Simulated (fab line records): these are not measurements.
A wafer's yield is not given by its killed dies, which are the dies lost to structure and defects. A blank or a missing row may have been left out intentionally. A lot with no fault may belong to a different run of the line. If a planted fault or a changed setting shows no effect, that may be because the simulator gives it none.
Matching of chambers || flow n5-finfet || N5_MOL_CONTACT_COAG_ETCH_124 on rie-diel-04 has 4 sister chambers
The step etches SiNx in CH3F/O2, stops on SiOC, target depth 6.5 nm. 18 wafers are shown with their chamber, then 9 later ones without.

WAFERS WITH THEIR CHAMBER
{"wafer": "L074.1", "chamber": 2, "showerhead-plenum-p-Torr (Torr)": 1.97, "throttle-valve-pct (%)": 16.51, "drypump-motor-current-A (A)": 6.3}
{"wafer": "L074.2", "chamber": 3, "showerhead-plenum-p-Torr (Torr)": 1.94, "throttle-valve-pct (%)": 16.04, "drypump-motor-current-A (A)": 6.1}
{"wafer": "L074.5", "chamber": 3, "showerhead-plenum-p-Torr (Torr)": 1.94, "throttle-valve-pct (%)": 16.05, "drypump-motor-current-A (A)": 6.0}
{"wafer": "L078.2", "chamber": 3, "showerhead-plenum-p-Torr (Torr)": 1.94, "throttle-valve-pct (%)": 16.05, "drypump-motor-current-A (A)": 6.0}
{"wafer": "L078.3", "chamber": 0, "showerhead-plenum-p-Torr (Torr)": 2.07, "throttle-valve-pct (%)": 16.12, "drypump-motor-current-A (A)": 6.6}
{"wafer": "L078.6", "chamber": 3, "showerhead-plenum-p-Torr (Torr)": 1.94, "throttle-valve-pct (%)": 16.07, "drypump-motor-current-A (A)": 6.1}
{"wafer": "L083.2", "chamber": 2, "showerhead-plenum-p-Torr (Torr)": 1.97, "throttle-valve-pct (%)": 16.54, "drypump-motor-current-A (A)": 6.4}
{"wafer": "L083.4", "chamber": 3, "showerhead-plenum-p-Torr (Torr)": 1.94, "throttle-valve-pct (%)": 16.08, "drypump-motor-current-A (A)": 6.1}
{"wafer": "L083.6", "chamber": 2, "showerhead-plenum-p-Torr (Torr)": 1.97, "throttle-valve-pct (%)": 16.56, "drypump-motor-current-A (A)": 6.4}
{"wafer": "L085.1", "chamber": 3, "showerhead-plenum-p-Torr (Torr)": 1.93, "throttle-valve-pct (%)": 16.10, "drypump-motor-current-A (A)": 6.1}
{"wafer": "L085.5", "chamber": 3, "showerhead-plenum-p-Torr (Torr)": 1.93, "throttle-valve-pct (%)": 16.09, "drypump-motor-current-A (A)": 6.1}
{"wafer": "L085.6", "chamber": 2, "showerhead-plenum-p-Torr (Torr)": 1.97, "throttle-valve-pct (%)": 16.55, "drypump-motor-current-A (A)": 6.3}
{"wafer": "L089.1", "chamber": 3, "showerhead-plenum-p-Torr (Torr)": 1.93, "throttle-valve-pct (%)": 16.11, "drypump-motor-current-A (A)": 6.1}
{"wafer": "L089.3", "chamber": 2, "showerhead-plenum-p-Torr (Torr)": 1.96, "throttle-valve-pct (%)": 16.59, "drypump-motor-current-A (A)": 6.4}
{"wafer": "L089.4", "chamber": 0, "showerhead-plenum-p-Torr (Torr)": 2.06, "throttle-valve-pct (%)": 16.15, "drypump-motor-current-A (A)": 6.6}
{"wafer": "L090.3", "chamber": 1, "showerhead-plenum-p-Torr (Torr)": 2.05, "throttle-valve-pct (%)": 16.18, "drypump-motor-current-A (A)": 6.1}
{"wafer": "L090.5", "chamber": 2, "showerhead-plenum-p-Torr (Torr)": 1.96, "throttle-valve-pct (%)": 16.58, "drypump-motor-current-A (A)": 6.4}
{"wafer": "L090.6", "chamber": 3, "showerhead-plenum-p-Torr (Torr)": 1.93, "throttle-valve-pct (%)": 16.12, "drypump-motor-current-A (A)": 6.0}

SIGNATURES, as means of the wafers listed above
{"reading": "showerhead-plenum-p-Torr", "chamber 0": 2.0650, "chamber 1": 2.0500, "chamber 2": 1.9667, "chamber 3": 1.9356, "scatter within a chamber": 0.00538}
{"reading": "throttle-valve-pct", "chamber 0": 16.1350, "chamber 1": 16.1800, "chamber 2": 16.5550, "chamber 3": 16.0789, "scatter within a chamber": 0.0281}
{"reading": "drypump-motor-current-A", "chamber 0": 6.600, "chamber 1": 6.100, "chamber 2": 6.367, "chamber 3": 6.067, "scatter within a chamber": 0.0488}
Rule: a wafer's distance from a chamber is the root of the sum, over the readings, of the square of ((its reading less the chamber's mean) divided by the reading's scatter). The wafer belongs to the nearest chamber; if the next one is less than 2 further off, it can't be placed. The scatter is the square root of a quotient: the sum, over the shown wafers, of each reading's squared deviation from its chamber's mean, divided by wafers minus chambers.

WAFERS WHOSE CHAMBER IS MISSING
{"wafer": "L093.1", "showerhead-plenum-p-Torr (Torr)": 1.93, "throttle-valve-pct (%)": 16.13, "drypump-motor-current-A (A)": 6.1}
{"wafer": "L093.4", "showerhead-plenum-p-Torr (Torr)": 2.05, "throttle-valve-pct (%)": 16.19, "drypump-motor-current-A (A)": 6.1}
{"wafer": "L093.6", "showerhead-plenum-p-Torr (Torr)": 2.06, "throttle-valve-pct (%)": 16.15, "drypump-motor-current-A (A)": 6.6}
{"wafer": "L094.1", "showerhead-plenum-p-Torr (Torr)": 2.06, "throttle-valve-pct (%)": 16.16, "drypump-motor-current-A (A)": 6.6}
{"wafer": "L094.2", "showerhead-plenum-p-Torr (Torr)": 1.96, "throttle-valve-pct (%)": 16.60, "drypump-motor-current-A (A)": 6.3}
{"wafer": "L094.6", "showerhead-plenum-p-Torr (Torr)": 2.05, "throttle-valve-pct (%)": 16.20, "drypump-motor-current-A (A)": 6.1}
{"wafer": "L097.1", "showerhead-plenum-p-Torr (Torr)": 2.06, "throttle-valve-pct (%)": 16.18, "drypump-motor-current-A (A)": 6.6}
{"wafer": "L097.2", "showerhead-plenum-p-Torr (Torr)": 1.96, "throttle-valve-pct (%)": 16.61, "drypump-motor-current-A (A)": 6.4}
{"wafer": "L097.3", "showerhead-plenum-p-Torr (Torr)": 1.93, "throttle-valve-pct (%)": 16.13, "drypump-motor-current-A (A)": 6.1}

WHICH CHAMBER EACH WENT THROUGH
{"wafer": "L093.1", "from the rows above": 3, "in truth": 3}
{"wafer": "L093.4", "from the rows above": 1, "in truth": 1}
{"wafer": "L093.6", "from the rows above": 0, "in truth": 0}
{"wafer": "L094.1", "from the rows above": 0, "in truth": 0}
{"wafer": "L094.2", "from the rows above": 2, "in truth": 2}
{"wafer": "L094.6", "from the rows above": 1, "in truth": 1}
{"wafer": "L097.1", "from the rows above": 0, "in truth": 0}
{"wafer": "L097.2", "from the rows above": 2, "in truth": 2}
{"wafer": "L097.3", "from the rows above": 3, "in truth": 3}
9 of 9 placed correctly. Left unplaced by these rows: 0. Number placed wrongly: 0.
